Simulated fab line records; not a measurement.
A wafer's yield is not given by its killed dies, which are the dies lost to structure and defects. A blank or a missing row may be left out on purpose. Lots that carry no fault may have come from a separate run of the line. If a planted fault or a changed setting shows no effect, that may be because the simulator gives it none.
Problem report, 8D (eight disciplines) form, completed by code / flow n5-finfet / the parts of the form that need people (team, actions taken, sign-off) are left out

## 1. WHAT IS WRONG
killed_at_M4_up at N5_PASSIVATION_PROBE_49 reads a mean of 119 on 3 wafers of 2 lots; wafers without a fault read 14 with a standard deviation of 6. That is +18 standard deviations from the usual mean.
Earliest sighting: wafer L992.4 on prober-02 at day 15 23:04. The record holds 6 wafers of 3 lots with a number at this step. Rule for "out", or "out of limits": more than 4 standard deviations from the usual mean. The other wafers with a number count as sound.

## 2. WHAT IT IS AND WHAT IT IS NOT
question=which readings at this step; is=killed_at_M4_up, defect-limited-yield, killed-dies, sort_bin_5_function, sort-n-pass, sort-yield-pct; is not=killed_at_M0_to_M3, killed-at-contacts, killed-at-front-end, killed-open, sort_bin_4_leakage
question=which lots; is=L990, L992; is not=L980
question=which wafers of those lots; is=all that have a number; is not=-
question=read on which tools; is=prober-02; is not=prober-01
question=when; is=from day 15 23:04; is not=up to then (3 sound wafers)

## 3. THE SUSPECTS, EACH WITH WHAT RULES IT OUT
Counting: a tool stays on the suspect list if, at a process step up to the reading, it processed all lots that are out and no sound lot following the first of them.
- ald-metal-03 at N5_BEOL_M4_ALD_84 (deposits TaN, pulse time 2 s, purge time 3 s, co reactant purge time 2 s): kept. It ran every lot that is out, first L990 (day 11 10:30), and no sound lot after that.
- cvd-co-02 at N5_BEOL_M4_CO_CAP_55 (material Co, precursor CCTBA/H2, target thk 2 nm, time 102.1 s): kept. All lots that are out passed through it, beginning with L990 at day 11 13:49, and no sound lot followed; its final sound lot before that point was L980 at day 9 07:58.
- prober-02 at N5_PASSIVATION_PROBE_49: kept. It ran every lot that is out, first L992 (day 15 23:04), and no sound lot after that. Its own defect-limited-yield, killed_at_M4_up, killed-dies, sort_bin_5_function, sort-n-pass, sort-yield-pct readings are out on those wafers.
ald-metal-03 at N5_BEOL_M4_ALD_84, cvd-co-02 at N5_BEOL_M4_CO_CAP_55 and prober-02 at N5_PASSIVATION_PROBE_49 are what is left after counting.

## 4. THE CAUSE (what the simulator had put in)
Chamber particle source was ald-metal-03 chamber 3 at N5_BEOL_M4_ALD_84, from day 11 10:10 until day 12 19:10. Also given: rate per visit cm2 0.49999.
Counting left 3 suspects, and this tool is among them.

## 5. SEQUENCE OF EFFECTS, ordered by route
Each row: a reading whose mean over the struck wafers that have a number lies more than 3 standard deviations from the usual. Scope: only readings with a usual standard deviation given in the record; hours: median across lots of the time from each lot's start at the first step in this table that gives one to its start at this step; sigmas: change in usual standard deviations.
hours=0; step=N5_PASSIVATION_PROBE_49; reading=defect-limited-yield; usual=91.4 %; on struck wafers=82.2; change=-9.2; sigmas=-6.2
hours=0; step=N5_PASSIVATION_PROBE_49; reading=killed_at_M4_up; usual=14; on struck wafers=119; change=+105; sigmas=+18
hours=0; step=N5_PASSIVATION_PROBE_49; reading=killed-dies; usual=102; on struck wafers=211; change=+109; sigmas=+6.0
hours=0; step=N5_PASSIVATION_PROBE_49; reading=sort_bin_5_function; usual=5.0 %; on struck wafers=10.5; change=+5.5; sigmas=+5.7
hours=0; step=N5_PASSIVATION_PROBE_49; reading=sort_bin_6_memory; usual=3.2 %; on struck wafers=5.5; change=+2.3; sigmas=+3.3
hours=0; step=N5_PASSIVATION_PROBE_49; reading=sort-n-pass; usual=1078; on struck wafers=969; change=-109; sigmas=-5.7
hours=0; step=N5_PASSIVATION_PROBE_49; reading=sort-yield-pct; usual=91.3 %; on struck wafers=82.2; change=-9.1; sigmas=-5.7
Process steps it contains:
- N5_PASSIVATION_PROBE_49

## 6. WHAT WOULD HAVE CAUGHT IT SOONER
First out-of-limits reading in this record: day 15 23:04, which is 109 hours after fault onset at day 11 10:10.
Tool readings at N5_BEOL_M4_ALD_84 with a usual standard deviation given in the record: none out on any struck wafer, hence no alarm at a limit of 4 standard deviations on them.
By day 15 23:04 the whole set of lots that are out, 2 in number, had already begun N5_BEOL_M4_ALD_84 on ald-metal-03. Tool hold at that time: it would have spared none of them.
